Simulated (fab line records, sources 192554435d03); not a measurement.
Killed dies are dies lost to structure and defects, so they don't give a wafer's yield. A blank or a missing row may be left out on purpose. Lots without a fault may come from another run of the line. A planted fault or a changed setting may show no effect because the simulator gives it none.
Chamber matching | flow n5_finfet | N5_BEOL_M0_SAQP_SPACER2_ETCHBACK_27 on rie_diel-04: 4 sister chambers
The step etches SiO2 in CHF3/O2, target depth 22.5 nm, time 11.25 s. 14 wafers are shown with their chamber, then 7 later ones without.

WAFERS WITH THEIR CHAMBER
wafer  | chamber | showerhead_plenum_p_Torr (Torr) | throttle_valve_pct (%) | rf_vpp_V (V)
L075.3 | 0       | 2.40                            | 19.27                  | 534
L075.4 | 2       | 2.39                            | 18.95                  | 522
L075.6 | 1       | 2.51                            | 18.82                  | 531
L076.1 | 2       | 2.39                            | 18.95                  | 522
L076.2 | 0       | 2.40                            | 19.29                  | 533
L076.5 | 1       | 2.51                            | 18.81                  | 531
L084.2 | 1       | 2.50                            | 18.83                  | 531
L084.5 | 1       | 2.50                            | 18.82                  | 531
L084.6 | 0       | 2.40                            | 19.29                  | 532
L085.2 | 2       | 2.39                            | 18.97                  | 521
L085.3 | 3       | 2.28                            | 19.18                  | 531
L085.5 | 0       | 2.40                            | 19.30                  | 534
L087.3 | 0       | 2.40                            | 19.30                  | 534
L087.4 | 2       | 2.39                            | 18.97                  | 521

SIGNATURES (means of the wafers above)
reading                  | chamber 0 | chamber 1 | chamber 2 | chamber 3 | scatter within a chamber
showerhead_plenum_p_Torr | 2.4000    | 2.5050    | 2.3900    | 2.2800    | 0.00316
throttle_valve_pct       | 19.2900   | 18.8200   | 18.9600   | 19.1800   | 0.011
rf_vpp_V                 | 533.40    | 531.00    | 521.50    | 531.00    | 0.648
Rule: a wafer's distance from a chamber is the root of the sum, over the readings, of the square of ((its reading less the chamber's mean) divided by the reading's scatter). The wafer belongs to the nearest chamber; if the next one is less than 2 further off, it can't be placed. The scatter: the root of (the sum of the squares of (reading less its chamber's mean) over the shown wafers, divided by (wafers less chambers)).

WAFERS WITHOUT THEIR CHAMBER
wafer  | showerhead_plenum_p_Torr (Torr) | throttle_valve_pct (%) | rf_vpp_V (V)
L087.5 | 2.50                            | 18.83                  | 530
L088.1 | 2.40                            | 19.30                  | 532
L088.2 | 2.50                            | 18.83                  | 529
L088.3 | 2.28                            | 19.19                  | 532
L095.4 | 2.49                            | 18.87                  | 530
L095.5 | 2.39                            | 18.61                  | 521
L095.6 | 2.27                            | 19.21                  | 531

WHICH CHAMBER EACH WENT THROUGH
wafer  | from the rows above | in truth
L087.5 | 1                   | 1
L088.1 | 0                   | 0
L088.2 | 1                   | 1
L088.3 | 3                   | 3
L095.4 | 1                   | 1
L095.5 | 2                   | 2
L095.6 | 3                   | 3
Placed correctly: 7 of 7. Can't be placed from these rows: 0. Placed wrongly: 0.
